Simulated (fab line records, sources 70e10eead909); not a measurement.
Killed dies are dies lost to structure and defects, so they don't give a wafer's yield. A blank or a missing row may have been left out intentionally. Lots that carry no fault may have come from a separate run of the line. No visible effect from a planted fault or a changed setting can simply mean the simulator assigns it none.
What tool caused it? | flow nand_harc | 24 lots, 72 wafers sampled, at 5 steps of a route of 1302

## WHAT THE GAUGES READ, wafer by wafer
NHARC_A_ONON_D2_THK_MEAS_34: measures by ellipsometry.
lot  | measured     | on            | thk_nm (nm)
L074 | day 12 19:50 | film_metro-01 | 199.9 200.5 206.8
L075 | day 13 15:53 | film_metro-02 | 202.0 198.8 204.9
L076 | day 13 15:56 | film_metro-02 | 200.2 204.1 207.0
L077 | day 13 15:55 | film_metro-01 | 198.5 199.0 201.4
L078 | day 14 15:17 | film_metro-02 | 196.9 197.8 201.6
L079 | day 14 19:31 | film_metro-01 | 197.7 198.8 201.9
L080 | day 15 10:47 | film_metro-02 | 199.6 201.4 201.7
L081 | day 15 10:51 | film_metro-01 | 195.9 201.5 200.0
L082 | day 16 09:26 | film_metro-02 | 200.0 202.2 202.7
L083 | day 17 01:32 | film_metro-01 | 194.7 199.2 200.8
L084 | day 17 01:32 | film_metro-01 | 197.6 198.4 197.8
L085 | day 17 14:32 | film_metro-02 | 198.6 199.2 202.4
L086 | day 17 14:30 | film_metro-01 | 199.4 197.1 203.2
L087 | day 17 23:31 | film_metro-02 | 203.9 200.4 203.7
L089 | day 18 19:26 | film_metro-01 | 195.6 195.8 199.2
L088 | day 18 19:27 | film_metro-02 | 197.0 201.4 202.4
L090 | day 19 17:45 | film_metro-01 | 199.6 197.4 201.5
L091 | day 19 17:44 | film_metro-02 | 199.2 196.6 199.8
L092 | day 20 17:12 | film_metro-01 | 199.8 203.3 205.1
L093 | day 20 17:11 | film_metro-02 | 196.1 196.0 198.1
L095 | day 21 08:53 | film_metro-02 | 192.9 198.0 195.7
L094 | day 22 08:49 | film_metro-01 | 198.2 203.7 204.9
L097 | day 22 19:15 | film_metro-02 | 197.7 198.1 204.0
L096 | day 22 19:05 | film_metro-01 | 199.2 199.6 197.7

## TOOL THAT RAN EACH LOT (tool first, then ch and the chambers of the sampled wafers, then the start)
lot  | NHARC_A_CHANNEL_HOLE_D1_ETCH_34               | NHARC_A_CHANNEL_HOLE_D1_ETCH_20  | NHARC_A_CHANNEL_HOLE_D1_ETCH_24  | NHARC_A_CHANNEL_HOLE_D1_ETCH_33
L074 | rie_diel-02 ch 1,2, day 8 12:20 or earlier    | har_etch-01 ch 0,1, day 8 12:20  | har_etch-01 ch 0,1, day 8 14:26  | har_etch-01 ch 0,1, day 8 16:12
L075 | rie_diel-06 ch 0,1,3, day 9 03:26 or earlier  | har_etch-02 ch 0,1, day 9 03:26  | har_etch-02 ch 0,1, day 9 05:26  | har_etch-02 ch 0,1, day 9 07:17
L076 | rie_diel-06 ch 0,2,3, day 9 12:35 or earlier  | har_etch-01 ch 0,1, day 9 12:35  | har_etch-01 ch 0,1, day 9 14:46  | har_etch-01 ch 0,1, day 9 16:26
L077 | rie_diel-02 ch 1,3, day 9 15:58 or earlier    | har_etch-02 ch 0,1, day 9 15:58  | har_etch-02 ch 0,1, day 9 17:59  | har_etch-02 ch 0,1, day 9 19:50
L078 | rie_diel-04 ch 1,3, day 10 00:38 or earlier   | har_etch-02 ch 0,1, day 10 00:38 | har_etch-02 ch 0,1, day 10 02:44 | har_etch-02 ch 0,1, day 10 04:28
L079 | rie_diel-06 ch 0,1,3, day 10 11:25 or earlier | har_etch-01 ch 0,1, day 10 11:25 | har_etch-01 ch 0,1, day 10 13:30 | har_etch-01 ch 0,1, day 10 15:14
L080 | rie_diel-02 ch 1,2,3, day 11 03:28 or earlier | har_etch-02 ch 0,1, day 11 03:28 | har_etch-02 ch 0,1, day 11 05:29 | har_etch-02 ch 0,1, day 11 07:19
L081 | rie_diel-06 ch 0,3, day 11 03:50 or earlier   | har_etch-01 ch 0,1, day 11 03:50 | har_etch-01 ch 0,1, day 11 05:55 | har_etch-01 ch 0,1, day 11 07:38
L082 | rie_diel-06 ch 0,1,3, day 12 03:19 or earlier | har_etch-01 ch 0,1, day 12 03:19 | har_etch-01 ch 0,1, day 12 05:19 | har_etch-01 ch 0,1, day 12 07:09
L083 | rie_diel-06 ch 0,1, day 12 15:02 or earlier   | har_etch-02 ch 0,1, day 12 15:02 | har_etch-02 ch 0,1, day 12 17:13 | har_etch-02 ch 0,1, day 12 18:52
L084 | rie_diel-02 ch 1,2,3, day 12 15:07 or earlier | har_etch-01 ch 0,1, day 12 15:07 | har_etch-01 ch 0,1, day 12 17:13 | har_etch-01 ch 0,1, day 12 18:58
L085 | rie_diel-06 ch 0,1,3, day 13 05:25 or earlier | har_etch-02 ch 0,1, day 13 05:25 | har_etch-02 ch 0,1, day 13 07:35 | har_etch-02 ch 0,1, day 13 09:14
L086 | rie_diel-06 ch 2,3, day 13 08:11 or earlier   | har_etch-01 ch 0, day 13 08:11   | har_etch-01 ch 0, day 13 10:17   | har_etch-01 ch 0, day 13 12:01
L087 | rie_diel-06 ch 2,3, day 13 17:26 or earlier   | har_etch-02 ch 0,1, day 13 17:26 | har_etch-02 ch 0,1, day 13 19:26 | har_etch-02 ch 0,1, day 13 21:18
L089 | rie_diel-06 ch 0,1,3, day 14 14:55 or earlier | har_etch-02 ch 0,1, day 14 14:55 | har_etch-02 ch 0,1, day 14 16:59 | har_etch-02 ch 0,1, day 14 18:45
L088 | rie_diel-06 ch 0,1,2, day 14 15:56 or earlier | har_etch-01 ch 0,1, day 14 15:56 | har_etch-01 ch 0,1, day 14 17:58 | har_etch-01 ch 0,1, day 14 19:49
L090 | rie_diel-06 ch 0,1,2, day 15 05:41 or earlier | har_etch-02 ch 1, day 15 05:41   | har_etch-02 ch 1, day 15 09:41   | har_etch-02 ch 1, day 15 13:24
L091 | rie_diel-06 ch 0,2,3, day 15 10:24 or earlier | har_etch-01 ch 0,1, day 15 10:24 | har_etch-01 ch 0,1, day 15 12:29 | har_etch-01 ch 0,1, day 15 14:14
L092 | rie_diel-06 ch 0,2,3, day 16 02:22 or earlier | har_etch-01 ch 0,1, day 16 02:22 | har_etch-01 ch 0,1, day 16 06:24 | har_etch-01 ch 0,1, day 16 08:02
L093 | rie_diel-04 ch 0,1,3, day 16 07:40 or earlier | har_etch-02 ch 0,1, day 16 07:40 | har_etch-02 ch 0,1, day 16 09:46 | har_etch-02 ch 0,1, day 16 11:30
L095 | rie_diel-06 ch 0,1,2, day 17 02:24 or earlier | har_etch-01 ch 0,1, day 17 02:24 | har_etch-01 ch 0,1, day 17 04:25 | har_etch-01 ch 0,1, day 17 06:14
L094 | rie_diel-06 ch 1,2,3, day 17 16:24 or earlier | har_etch-02 ch 0,1, day 17 16:24 | har_etch-02 ch 0,1, day 17 18:30 | har_etch-02 ch 0,1, day 17 20:16
L097 | rie_diel-06 ch 0,2,3, day 18 04:07 or earlier | har_etch-01 ch 0,1, day 18 04:07 | har_etch-01 ch 0,1, day 18 06:08 | har_etch-01 ch 0,1, day 18 07:58
L096 | rie_diel-04 ch 0,2,3, day 18 04:59 or earlier | har_etch-02 ch 0,1, day 18 04:59 | har_etch-02 ch 0,1, day 18 07:01 | har_etch-02 ch 0,1, day 18 08:52
- NHARC_A_CHANNEL_HOLE_D1_ETCH_34: etches the open film in CF4/CHF3, target depth 154 nm, time 77 s.
- NHARC_A_CHANNEL_HOLE_D1_ETCH_20: etches the open film in C4F8/O2/Ar, time 361.9 s, target depth 1600 nm.
- NHARC_A_CHANNEL_HOLE_D1_ETCH_24: etches the open film in C4F8/O2/Ar, time 906.2 s, target depth 1500 nm.
- NHARC_A_CHANNEL_HOLE_D1_ETCH_33: etches the open film in C4F8/O2/Ar, time 90 s, target depth 400 nm.

## AS READ BY THE TOOLS THEMSELVES (means over the sampled wafers that have a number; for cases with no such wafer, the mark the record gives instead)
NHARC_A_CHANNEL_HOLE_D1_ETCH_34.
lot  | tool        | cf4_flow_sccm (sccm) | drypump_motor_current_A (A) | oes_product_au (a.u.) | rf_vpp_V (V) | showerhead_plenum_p_Torr (Torr) | throttle_valve_pct (%)
L074 | rie_diel-02 | 100.2                | 5.9                         | 0.955                 | 371.4        | 1.59                            | 16.799
L075 | rie_diel-06 | 100.1                | 6.0                         | 0.928                 | 370.3        | 1.55                            | 16.807
L076 | rie_diel-06 | 100.3                | 5.9                         | 0.982                 | 367.9        | 1.51                            | 16.801
L077 | rie_diel-02 | 100.1                | 5.6                         | 0.925                 | 373.4        | 1.67                            | 16.800
L078 | rie_diel-04 | 100.2                | 5.2                         | 0.969                 | 371.3        | 1.58                            | 16.802
L079 | rie_diel-06 | 99.8                 | 6.0                         | 0.967                 | 369.4        | 1.55                            | 16.802
L080 | rie_diel-02 | 99.9                 | 5.7                         | 0.958                 | 371.6        | 1.62                            | 16.803
L081 | rie_diel-06 | 100.0                | 6.2                         | 0.963                 | 369.3        | 1.53                            | 16.814
L082 | rie_diel-06 | 100.2                | 6.0                         | 0.923                 | 369.0        | 1.54                            | 16.807
L083 | rie_diel-06 | 99.9                 | 5.8                         | 0.922                 | 371.1        | 1.56                            | 16.804
L084 | rie_diel-02 | 99.7                 | 5.7                         | 0.952                 | 371.3        | 1.61                            | 16.812
L085 | rie_diel-06 | 100.2                | 6.0                         | 0.921                 | 370.6        | 1.54                            | 16.802
L086 | rie_diel-06 | 99.9                 | 5.9                         | 0.976                 | 369.1        | 1.51                            | 16.807
L087 | rie_diel-06 | 100.2                | 5.9                         | 0.936                 | 367.9        | 1.51                            | 16.811
L089 | rie_diel-06 | 100.0                | 6.0                         | 0.971                 | 370.1        | 1.54                            | 16.796
L088 | rie_diel-06 | 100.0                | 5.7                         | 0.975                 | 368.5        | 1.52                            | 16.804
L090 | rie_diel-06 | 100.0                | 5.7                         | 0.932                 | 368.5        | 1.52                            | 16.802
L091 | rie_diel-06 | 100.2                | 5.9                         | 0.948                 | 368.6        | 1.50                            | 16.808
L092 | rie_diel-06 | 100.2                | 5.9                         | 0.948                 | 368.3        | 1.50                            | 16.808
L093 | rie_diel-04 | 100.2                | 5.4                         | 0.972                 | 371.4        | 1.60                            | 16.803
L095 | rie_diel-06 | 100.5                | 5.7                         | 0.980                 | 368.7        | 1.52                            | 16.797
L094 | rie_diel-06 | 99.9                 | 5.7                         | 0.920                 | 368.0        | 1.53                            | 16.804
L097 | rie_diel-06 | 100.3                | 5.9                         | 0.931                 | 368.3        | 1.50                            | 16.790
L096 | rie_diel-04 | 100.2                | 5.5                         | 0.974                 | 371.6        | 1.59                            | 16.805

NHARC_A_CHANNEL_HOLE_D1_ETCH_20.
lot  | tool        | drypump_motor_current_A (A) | showerhead_plenum_p_Torr (Torr) | throttle_valve_pct (%)
L074 | har_etch-01 | 5.88                        | 3.70                            | 32.152
L075 | har_etch-02 | 5.81                        | 3.42                            | 32.152
L076 | har_etch-01 | 5.91                        | 3.65                            | 32.149
L077 | har_etch-02 | 5.71                        | 3.42                            | 32.156
L078 | har_etch-02 | 5.79                        | 3.42                            | 32.151
L079 | har_etch-01 | 5.88                        | 3.68                            | 32.144
L080 | har_etch-02 | 5.80                        | 3.41                            | 32.162
L081 | har_etch-01 | 5.88                        | 3.68                            | 32.158
L082 | har_etch-01 | 5.93                        | 3.63                            | 32.153
L083 | har_etch-02 | 5.72                        | 3.76                            | 32.156
L084 | har_etch-01 | 5.91                        | 3.63                            | 32.152
L085 | har_etch-02 | 5.74                        | 3.75                            | 32.152
L086 | har_etch-01 | 5.82                        | 3.70                            | 32.160
L087 | har_etch-02 | 5.81                        | 3.57                            | 32.152
L089 | har_etch-02 | 5.83                        | 3.57                            | 32.163
L088 | har_etch-01 | 5.89                        | 3.65                            | 32.162
L090 | har_etch-02 | 5.62                        | 3.91                            | 32.169
L091 | har_etch-01 | 5.90                        | 3.61                            | 32.150
L092 | har_etch-01 | 5.91                        | 3.60                            | 32.169
L093 | har_etch-02 | 5.71                        | 3.91                            | 32.154
L095 | har_etch-01 | 5.88                        | 3.63                            | 32.149
L094 | har_etch-02 | 5.79                        | 3.91                            | 32.159
L097 | har_etch-01 | 5.93                        | 3.58                            | 32.153
L096 | har_etch-02 | 5.72                        | 3.90                            | 32.155

NHARC_A_CHANNEL_HOLE_D1_ETCH_24.
lot  | tool        | drypump_motor_current_A (A) | showerhead_plenum_p_Torr (Torr) | throttle_valve_pct (%)
L074 | har_etch-01 | 5.88                        | 3.69                            | 32.236
L075 | har_etch-02 | 5.83                        | 3.42                            | 32.232
L076 | har_etch-01 | 5.94                        | 3.65                            | 32.240
L077 | har_etch-02 | 5.74                        | 3.41                            | 32.230
L078 | har_etch-02 | 5.79                        | 3.41                            | 32.236
L079 | har_etch-01 | 5.89                        | 3.68                            | 32.244
L080 | har_etch-02 | 5.84                        | 3.41                            | 32.229
L081 | har_etch-01 | 5.89                        | 3.67                            | 32.232
L082 | har_etch-01 | 5.92                        | 3.63                            | 32.227
L083 | har_etch-02 | 5.72                        | 3.75                            | 32.236
L084 | har_etch-01 | 5.92                        | 3.62                            | 32.232
L085 | har_etch-02 | 5.73                        | 3.75                            | 32.239
L086 | har_etch-01 | 5.83                        | 3.69                            | 32.233
L087 | har_etch-02 | 5.82                        | 3.57                            | 32.243
L089 | har_etch-02 | 5.79                        | 3.56                            | 32.241
L088 | har_etch-01 | 5.87                        | 3.65                            | 32.225
L090 | har_etch-02 | 5.64                        | 3.91                            | 32.238
L091 | har_etch-01 | 5.93                        | 3.60                            | 32.241
L092 | har_etch-01 | 5.92                        | 3.59                            | 32.237
L093 | har_etch-02 | 5.72                        | 3.90                            | 32.236
L095 | har_etch-01 | 5.87                        | 3.62                            | 32.223
L094 | har_etch-02 | 5.79                        | 3.91                            | 32.237
L097 | har_etch-01 | 5.91                        | 3.58                            | 32.232
L096 | har_etch-02 | 5.72                        | 3.89                            | 32.233

NHARC_A_CHANNEL_HOLE_D1_ETCH_33.
lot  | tool        | drypump_motor_current_A (A) | showerhead_plenum_p_Torr (Torr) | throttle_valve_pct (%)
L074 | har_etch-01 | 5.87                        | 3.74                            | 27.629
L075 | har_etch-02 | 5.81                        | 3.45                            | 27.620
L076 | har_etch-01 | 5.90                        | 3.69                            | 27.618
L077 | har_etch-02 | 5.72                        | 3.44                            | 27.612
L078 | har_etch-02 | 5.82                        | 3.45                            | 27.621
L079 | har_etch-01 | 5.86                        | 3.72                            | 27.619
L080 | har_etch-02 | 5.79                        | 3.44                            | 27.628
L081 | har_etch-01 | 5.89                        | 3.72                            | 27.623
L082 | har_etch-01 | 5.93                        | 3.67                            | 27.623
L083 | har_etch-02 | 5.71                        | 3.80                            | 27.619
L084 | har_etch-01 | 5.95                        | 3.66                            | 27.628
L085 | har_etch-02 | 5.69                        | 3.79                            | 27.618
L086 | har_etch-01 | 5.83                        | 3.74                            | 27.612
L087 | har_etch-02 | 5.82                        | 3.61                            | 27.622
L089 | har_etch-02 | 5.85                        | 3.60                            | 27.619
L088 | har_etch-01 | 5.86                        | 3.69                            | 27.620
L090 | har_etch-02 | 5.62                        | 3.96                            | 27.626
L091 | har_etch-01 | 5.95                        | 3.64                            | 27.620
L092 | har_etch-01 | 5.92                        | 3.63                            | 27.621
L093 | har_etch-02 | 5.73                        | 3.95                            | 27.624
L095 | har_etch-01 | 5.87                        | 3.67                            | 27.609
L094 | har_etch-02 | 5.81                        | 3.96                            | 27.616
L097 | har_etch-01 | 5.92                        | 3.62                            | 27.617
L096 | har_etch-02 | 5.73                        | 3.94                            | 27.612

## THE ANSWER, worked out from the rows above alone
Rule: what is usual is taken from the lots themselves. The widest of any qualifying gaps counts: lots, ordered by their means at a reading, are off when they make up no more than a third of the lots, leave a main group of 4 or more, and stand apart from it by 3 or more times the standard deviation of that group's means. A main group whose means are all the same, to the digits that the tables above print for the reading, isn't used. A lot without any number at a reading at which 4 lots or more have one is off too. Any other lot the step has rows for is counted as sound. After the gauges, taken in route order, come the tools' own readings; for these a lot's mean is taken, as printed above. The first step at which some lot is off is used, and at that step the reading that is off furthest; a lot without a number counts as furthest.
No lot is off on any of the readings shown, so nothing can be concluded from this.

## WHAT THE SIMULATOR HAD PUT IN
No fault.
